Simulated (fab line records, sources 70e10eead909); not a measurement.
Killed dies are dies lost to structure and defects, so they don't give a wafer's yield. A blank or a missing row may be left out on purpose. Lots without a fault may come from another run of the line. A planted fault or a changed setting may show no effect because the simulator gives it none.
A struck lot beside a sound one | flow nand_harc | 18 steps out of a route of 1302
Sound: wafers L949.2, L949.3, L949.4. Struck: wafers L955.2, L955.5. The cause comes at the end.
At each step with rows: each side's tool, then ch and its chambers, then its first start. Under that, the readings that differ: sound wafers | struck wafers | difference of the means | sigmas: that difference in standard deviations of wafers without a fault.
alike: readings whose means differ by less than 2 such deviations, and words and numbers that are the same on both sides. not compared: withheld readings, readings that some wafer has no value for, bounds like >300 that may hide the same value, and numbers for which the record gives no deviation and whose values overlap.
The two part at a step that has a row with sigmas, a row that says differs or no value, or rows on one side only. Numbers that don't overlap but have no deviation are shown without sigmas and don't part them. A reading that every wafer of one side lacks parts them only if that side has two wafers or more.

NHARC_P_ZERO_WELL_CD_MEAS_24: target cd 720 nm.
  sound on cd_sem-02 ch 0, day 2 08:28; struck on cd_sem-01 ch 0, day 4 20:41
  alike: cd_nm
then, 1 step without rows for these wafers: NHARC_P_ZERO_WELL_HARDBAKE_25 (time 80 s).
NHARC_P_ZERO_WELL_DESCUM_26: chemistry O2, time 3 s.
  sound on rie_diel-04 ch 0,1,2, day 2 08:38; struck on rie_diel-04 ch 1,2, day 4 20:53
  alike: drypump_motor_current_A, oes_product_au, rf_vpp_V, showerhead_plenum_p_Torr, throttle_valve_pct
  not compared: rf_hours_counter_h
then, 9 steps without rows for these wafers: NHARC_P_ZERO_WELL_IMPLANT_27; NHARC_P_ZERO_WELL_IMPLANT_57; NHARC_P_ZERO_WELL_IMPLANT_58; NHARC_P_ZERO_WELL_STRIP_28 (strips in SPM, time 840 s); NHARC_P_ZERO_WELL_DEHYDRATE_29 (time 120 s); NHARC_P_ZERO_WELL_HMDS_30 (time 30 s); NHARC_P_ZERO_WELL_COAT_31; NHARC_P_ZERO_WELL_SOFTBAKE_32 (time 95 s); NHARC_P_ZERO_WELL_EBR_33.
NHARC_P_ZERO_WELL_EXPOSE_34: exposes mask P PWELL, target cd 720 nm.
  sound on krf_scanner-04 ch 0, day 2 09:49; struck on krf_scanner-01 ch 0, day 4 22:04
  alike: mask, exposure_dose_mJ_cm2, stage_vel_mm_s
then, 2 steps without rows for these wafers: NHARC_P_ZERO_WELL_PEB_35 (peb time 85 s); NHARC_P_ZERO_WELL_DEVELOP_36 (time 70 s).
NHARC_P_ZERO_WELL_CD_MEAS_37: target cd 720 nm.
  sound on cd_sem-02 ch 0, day 2 09:58; struck on cd_sem-03 ch 0, day 4 22:13
  reading    | sound             | struck      | difference | sigmas
  cd_nm (nm) | 719.0 716.4 719.3 | 722.6 724.1 | +5.1       | +3
then, 1 step without rows for these wafers: NHARC_P_ZERO_WELL_HARDBAKE_38 (time 80 s).
NHARC_END_SORT_01:
  the record has rows for the sound wafers here (prober-01 ch 0, day 24 06:40) and none for the struck ones

WHERE THEY PART
First at NHARC_P_ZERO_WELL_CD_MEAS_37; last, within this record, at NHARC_END_SORT_01.

WHY: what the simulator had put in
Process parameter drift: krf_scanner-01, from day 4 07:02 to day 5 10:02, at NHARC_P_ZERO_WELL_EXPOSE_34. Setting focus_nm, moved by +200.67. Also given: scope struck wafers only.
